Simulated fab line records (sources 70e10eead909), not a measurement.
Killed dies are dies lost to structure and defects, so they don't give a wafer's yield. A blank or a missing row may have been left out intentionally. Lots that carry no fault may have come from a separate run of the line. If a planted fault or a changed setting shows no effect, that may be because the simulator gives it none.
Matching of chambers ; flow nand harc ; rie diel-05 running NHARC_P_M1_STRIP_18: 4 sister chambers
The step strips in N2/H2. 16 wafers are shown with their chamber, then 8 later ones without.

## WAFERS WITH THEIR CHAMBER
wafer;chamber;showerhead plenum p Torr (Torr);drypump motor current A (A);rf vpp V (V)
L346.3;3;2.21;5.8;91.4
L346.4;0;1.91;5.7;89.4
L346.6;1;1.95;5.9;90.4
L347.1;3;2.21;5.8;93.1
L347.2;1;1.95;5.9;89.8
L347.4;2;1.92;5.9;90.4
L349.1;3;2.21;5.8;92.1
L349.3;1;1.94;5.9;90.4
L349.5;1;1.94;5.9;91.0
L362.2;2;1.91;5.9;88.6
L362.3;1;1.94;5.9;91.0
L362.4;3;2.20;5.8;93.2
L364.1;3;2.20;5.8;92.2
L364.3;1;1.94;5.9;90.3
L364.6;0;1.91;5.8;88.8
L365.1;2;1.91;5.9;88.5

SIGNATURES, as means of the wafers listed above
reading;chamber 0;chamber 1;chamber 2;chamber 3;scatter within a chamber
showerhead plenum p Torr;1.9100;1.9433;1.9133;2.2060;0.00516
drypump motor current A;5.750;5.900;5.900;5.800;0.0204
rf vpp V;89.100;90.483;89.167;92.400;0.694
Rule: distance of a wafer from a chamber = root of the sum over the readings of ((wafer's reading minus chamber's mean) / reading's scatter) squared. If the next closest chamber is less than 2 further off than the closest, the wafer can't be placed; otherwise it belongs to the closest. The scatter: the root of (the sum of the squares of (reading less its chamber's mean) over the shown wafers, divided by (wafers less chambers)).

## WAFERS WITH NO CHAMBER GIVEN
wafer;showerhead plenum p Torr (Torr);drypump motor current A (A);rf vpp V (V)
L365.4;2.21;5.8;90.7
L365.6;1.91;6.0;89.9
L369.1;1.91;5.8;88.6
L369.4;1.94;5.9;91.0
L369.5;1.94;5.9;89.8
L368.2;2.20;5.8;91.9
L368.5;1.91;5.9;89.5
L368.6;2.20;5.8;91.8

## WHICH CHAMBER EACH ONE RAN IN
wafer;from the rows above;in truth
L365.4;3;3
L365.6;2;2
L369.1;0;0
L369.4;1;1
L369.5;1;1
L368.2;3;3
L368.5;2;2
L368.6;3;3
Correct placement for 8 of the 8. Not placeable from these rows: 0. Number placed wrongly: 0.
